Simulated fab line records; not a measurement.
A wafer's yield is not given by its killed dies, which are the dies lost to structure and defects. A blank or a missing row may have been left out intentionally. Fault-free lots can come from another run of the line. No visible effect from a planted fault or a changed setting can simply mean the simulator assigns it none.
A lot that was struck, set against a sound lot / flow n5 finfet / 15 out of 1938 route steps
Sound: the wafers L836.2, L836.3, L836.4. Struck: wafer L843.6. (L843.2, L843.4 of the same lot were not struck and are left out.) The cause comes at the end.
At each step with rows: each side's tool, then ch and its chambers, then its first start. Under that, the readings that differ: sound wafers / struck wafers / difference of the means / sigmas: that difference in standard deviations of wafers without a fault.
alike: same words and numbers on both sides, and readings whose means sit less than 2 such deviations apart. not compared: any withheld reading, any reading some wafer has no value for, any bound like >300 that may hide the same value, and any number with overlapping values for which the record gives no deviation.
The two part at a step that has a row with sigmas, a row that says differs or no value, or rows on one side only. Non-overlapping numbers with no deviation appear without sigmas and do not part them. Lack of a reading on every wafer of one side parts them only where that side has two or more wafers.

N5_HKMG_FIN_CD_MEAS_12: the cd target is 92.8 nm.
  sound on cd sem-03 ch 0, day 5 08:59; struck on cd sem-01 ch 0, day 7 02:29
reading=cd nm (nm); sound=93.7 93.3 93.1; struck=91.1; difference=-2.3; sigmas=-3
N5_HKMG_FIN_OVL_MEAS_13:
  sound on overlay-01 ch 0, day 5 09:01; struck on overlay-01 ch 0, day 7 02:31
  alike: NWFM_OVL
N5_HKMG_FIN_INSPECT_14: inspects for defects (macro).
  sound on defect inspect-01, day 5 09:02; struck on defect inspect-02, day 7 02:32
  alike: raw defect count
N5_HKMG_FIN_DESCUM_17: chemistry O2, time 7.9 s.
  sound on rie diel-04 ch 0,1, day 5 09:15; struck on rie diel-02 ch 0, day 7 02:34
  alike: drypump motor current A, oes product au, rf vpp V, showerhead plenum p Torr, throttle valve pct
  not compared: rf hours counter h
then, 3 steps without rows for these wafers: N5_HKMG_FIN_ETCH_31 (etches SiARC in CF4, target depth 45.5 nm, time 75.8 s); N5_HKMG_FIN_ETCH_32 (etches SOC in N2/H2, target depth 240 nm, time 300 s); N5_HKMG_FIN_STRIP_33 (strips in N2/H2).
N5_HKMG_FIN_STRIP_34: strips in CF4.
  sound on rie diel-04 ch 0,1, day 5 09:32; struck on rie diel-02 ch 0, day 7 02:50
  alike: drypump motor current A, oes product au, rf vpp V, showerhead plenum p Torr, throttle valve pct
  not compared: rf hours counter h
N5_HKMG_FIN_ETCH_35: etches SOC in N2/H2, target depth 215.8 nm, time 243.4 s.
  sound on rie diel-04 ch 0,1, day 5 09:33; struck on rie diel-02 ch 0, day 7 02:52
  alike: drypump motor current A, oes product au, rf vpp V, showerhead plenum p Torr, throttle valve pct
  not compared: rf hours counter h
N5_HKMG_FIN_STRIP_92: strips SOC in N2/H2, time 20 s.
  sound on rie diel-04 ch 0,1, day 5 09:42; struck on rie diel-02 ch 0, day 7 03:01
  alike: drypump motor current A, oes product au, rf vpp V, showerhead plenum p Torr, throttle valve pct
  not compared: rf hours counter h
then, 1 step without rows for these wafers: N5_HKMG_FIN_WET_ETCH_18 (etches TiN in SC1, time 55 s, target depth 5.2 nm, rinse time 30 s).
N5_HKMG_FIN_STRIP_19: strips in N2/H2, time 360 s.
  sound on plasma asher-01 ch 0,1, day 5 09:50; struck on plasma asher-01 ch 0, day 7 03:10
  alike: drypump motor current A, heater power w
  not compared: rf hours counter h
N5_HKMG_FIN_ALD_91: deposits TiN, target thk 1 nm, pulse time 1 s, purge time 3 s.
  sound on ald metal-04 ch 0,1,3, day 5 10:14; struck on ald metal-04 ch 1, day 7 03:33
reading=ald cycles; sound=47 47 47; struck=44; difference=-3; sigmas=
  alike: heater power w, precursor pulse height rel
then, 1 step without rows for these wafers: N5_HKMG_FIN_COAT_85 (time 60 s, resist thk 300 nm).
-- the record jumps here: 8 days lie between the struck wafers' starts before and after (it left off in module HKMG_FIN and takes up again in module PASSIVATION, whose first step shown is number 1936 of the route) --
N5_PASSIVATION_PROBE_49:
  sound on prober-01, day 14 13:10; struck on prober-01, day 15 11:38
reading=killed at front end; sound=63 50 45; struck=77; difference=+24; sigmas=+2
reading=killed at other; sound=1 7 2; struck=10; difference=+7; sigmas=+2
reading=killed dies; sound=110 96 96; struck=148; difference=+47; sigmas=+3
  alike: killed_at_M0_to_M3, killed_at_M4_up, killed at contacts, killed open, killed short

== WHERE THEY PART ==
Earliest at N5_HKMG_FIN_CD_MEAS_12; latest, in this record, at N5_PASSIVATION_PROBE_49.

WHY: the cause the simulator had injected
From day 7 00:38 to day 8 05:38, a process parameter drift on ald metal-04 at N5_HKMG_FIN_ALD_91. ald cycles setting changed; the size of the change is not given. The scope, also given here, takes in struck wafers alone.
